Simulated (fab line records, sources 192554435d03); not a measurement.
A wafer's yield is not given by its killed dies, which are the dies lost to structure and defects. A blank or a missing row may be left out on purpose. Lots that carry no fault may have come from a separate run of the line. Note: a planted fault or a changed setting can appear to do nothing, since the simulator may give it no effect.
Matching of chambers + flow n5 finfet + 4 sister chambers for N5_BEOL_M0_SAQP_STRIP_86 on rie diel-03
The step strips in N2/H2. 4 wafers are shown with their chamber, then 7 later ones without.

== WAFERS WITH THEIR CHAMBER ==
| wafer  | chamber | drypump motor current A (A) |
|--------|---------|-----------------------------|
| L086.3 | 2       | 5.7                         |
| L086.5 | 0       | 6.2                         |
| L091.1 | 1       | 5.8                         |
| L091.5 | 3       | 6.3                         |

== WAFERS MISSING THEIR CHAMBER ==
| wafer  | drypump motor current A (A) |
|--------|-----------------------------|
| L091.6 | 6.2                         |
| L096.2 | 5.7                         |
| L096.4 | 5.7                         |
| L096.6 | 6.3                         |
| L097.4 | 6.4                         |
| L097.5 | 6.2                         |
| L097.6 | 6.3                         |

== THE CHAMBER EACH PASSED THROUGH ==
| wafer  | from the rows above | in truth                   |
|--------|---------------------|----------------------------|
| L091.6 | 0                   | 0                          |
| L096.2 | 2                   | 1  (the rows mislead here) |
| L096.4 | 2                   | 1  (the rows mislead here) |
| L096.6 | 3                   | 3                          |
| L097.4 | 3                   | 3                          |
| L097.5 | 0                   | 0                          |
| L097.6 | 3                   | 3                          |
Correctly placed: 5 of 7. Can't be placed from these rows: 0. Wrongly placed: 2.
How it was worked out, from the rows above alone: a wafer's distance from a chamber is the root of the sum, over the readings, of the square of ((its reading less the chamber's mean) divided by the reading's scatter). If the next closest chamber is less than 2 further off than the closest, the wafer can't be placed; otherwise it belongs to the closest. The mean given for a chamber averages the wafers shown for that chamber. The scatter: root of mean squared gap, hidden wafer to nearest shown wafer, with one shown wafer a chamber.
